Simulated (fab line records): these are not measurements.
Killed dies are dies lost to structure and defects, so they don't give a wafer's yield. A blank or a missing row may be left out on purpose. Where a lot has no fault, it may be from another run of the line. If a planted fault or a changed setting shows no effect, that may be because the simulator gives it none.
Chamber matching | flow n5_finfet | 4 sister chambers for N5_BEOL_M11_ETCH_65 on rie_diel-02
The step etches SiARC in CF4, target depth 39 nm, time 65 s. 16 wafers are shown with their chamber, then 8 later ones without.

== EACH WAFER AND ITS CHAMBER ==
wafer  | chamber | throttle_valve_pct (%) | drypump_motor_current_A (A) | showerhead_plenum_p_Torr (Torr)
L075.1 | 2       | 15.88                  | 5.9                         | 2.15
L075.4 | 3       | 16.05                  | 4.9                         | 2.04
L075.6 | 1       | 15.23                  | 6.3                         | 2.11
L078.1 | 2       | 15.88                  | 5.9                         | 2.14
L078.3 | 0       | 15.29                  | 5.7                         | 2.17
L078.4 | 3       | 16.04                  | 4.9                         | 2.04
L080.2 | 0       | 15.29                  | 5.7                         | 2.17
L080.3 | 2       | 15.90                  | 5.9                         | 2.14
L080.6 | 2       | 15.90                  | 5.8                         | 2.14
L079.1 | 1       | 15.25                  | 6.4                         | 2.10
L079.3 | 0       | 15.28                  | 5.7                         | 2.17
L079.4 | 3       | 16.07                  | 4.9                         | 2.03
L085.2 | 3       | 16.05                  | 4.9                         | 2.03
L085.3 | 0       | 15.31                  | 5.7                         | 2.17
L085.5 | 0       | 15.28                  | 5.7                         | 2.17
L088.2 | 3       | 16.07                  | 4.9                         | 2.03

SIGNATURES (averages over the wafers above)
reading                  | chamber 0 | chamber 1 | chamber 2 | chamber 3 | scatter within a chamber
throttle_valve_pct       | 15.2900   | 15.2400   | 15.8900   | 16.0560   | 0.0126
drypump_motor_current_A  | 5.700     | 6.350     | 5.875     | 4.900     | 0.0323
showerhead_plenum_p_Torr | 2.1700    | 2.1050    | 2.1425    | 2.0340    | 0.00452
Rule: distance of a wafer from a chamber = root of the sum over the readings of ((wafer's reading minus chamber's mean) / reading's scatter) squared. The wafer belongs to the nearest chamber; if the next one is less than 2 further off, it can't be placed. The scatter is the square root of a quotient: the sum, over the shown wafers, of each reading's squared deviation from its chamber's mean, divided by wafers minus chambers.

== WAFERS WHOSE CHAMBER IS MISSING ==
wafer  | throttle_valve_pct (%) | drypump_motor_current_A (A) | showerhead_plenum_p_Torr (Torr)
L088.4 | 16.08                  | 4.9                         | 2.03
L088.5 | 15.92                  | 5.8                         | 2.14
L091.3 | 15.58                  | 4.9                         | 2.28
L091.5 | 15.33                  | 5.7                         | 2.16
L091.6 | 15.30                  | 6.4                         | 2.09
L092.2 | 15.30                  | 6.3                         | 2.09
L092.3 | 15.59                  | 4.9                         | 2.28
L092.6 | 15.95                  | 5.8                         | 2.13

== CHAMBER TAKEN BY EACH ==
wafer  | from the rows above | in truth
L088.4 | 3                   | 3
L088.5 | 2                   | 2
L091.3 | 0                   | 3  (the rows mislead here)
L091.5 | 0                   | 0
L091.6 | 1                   | 1
L092.2 | 1                   | 1
L092.3 | 0                   | 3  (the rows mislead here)
L092.6 | 2                   | 2
Placed correctly: 6 of 8. Number that these rows cannot place: 0. Placed wrongly: 2.
